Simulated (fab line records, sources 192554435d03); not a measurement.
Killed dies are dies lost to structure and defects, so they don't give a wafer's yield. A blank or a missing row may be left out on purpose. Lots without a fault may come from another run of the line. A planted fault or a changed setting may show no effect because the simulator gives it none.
Chamber matching | flow n5_finfet | N5_BEOL_M5_PRE_CLEAN_77 on cvd_co-01: 3 sister chambers
The step time 15 s. 14 wafers are shown with their chamber, then 6 later ones without.

WAFERS WITH THEIR CHAMBER
wafer  | chamber | heater_power_w (W)
L910.3 | 1       | 79
L910.6 | 0       | 77
L914.2 | 2       | 115
L914.5 | 1       | 80
L914.6 | 2       | 117
L913.1 | 2       | 113
L913.4 | 1       | 79
L913.6 | 2       | 116
L920.1 | 1       | 80
L920.2 | 0       | 77
L920.4 | 1       | 78
L922.2 | 1       | 76
L922.3 | 2       | 119
L922.5 | 1       | 80

SIGNATURES (means of the wafers above)
reading        | chamber 0 | chamber 1 | chamber 2 | scatter within a chamber
heater_power_w | 77.00     | 78.86     | 116.00    | 1.73
Rule: a wafer's distance from a chamber is the root of the sum, over the readings, of the square of ((its reading less the chamber's mean) divided by the reading's scatter). The wafer belongs to the nearest chamber; if the next one is less than 2 further off, it can't be placed. The scatter: the root of (the sum of the squares of (reading less its chamber's mean) over the shown wafers, divided by (wafers less chambers)).

WAFERS WITHOUT THEIR CHAMBER
wafer  | heater_power_w (W)
L929.1 | 79
L929.3 | 77
L929.5 | 78
L928.1 | 119
L928.2 | 80
L928.3 | 78

WHICH CHAMBER EACH WENT THROUGH
wafer  | from the rows above     | in truth
L929.1 | can't be placed: 1 or 0 | 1
L929.3 | can't be placed: 0 or 1 | 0
L929.5 | can't be placed: 1 or 0 | 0
L928.1 | 2                       | 2
L928.2 | can't be placed: 1 or 0 | 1
L928.3 | can't be placed: 1 or 0 | 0
Placed correctly: 1 of 6. Can't be placed from these rows: 5 (the true chamber is among the candidates in 5). Placed wrongly: 0.
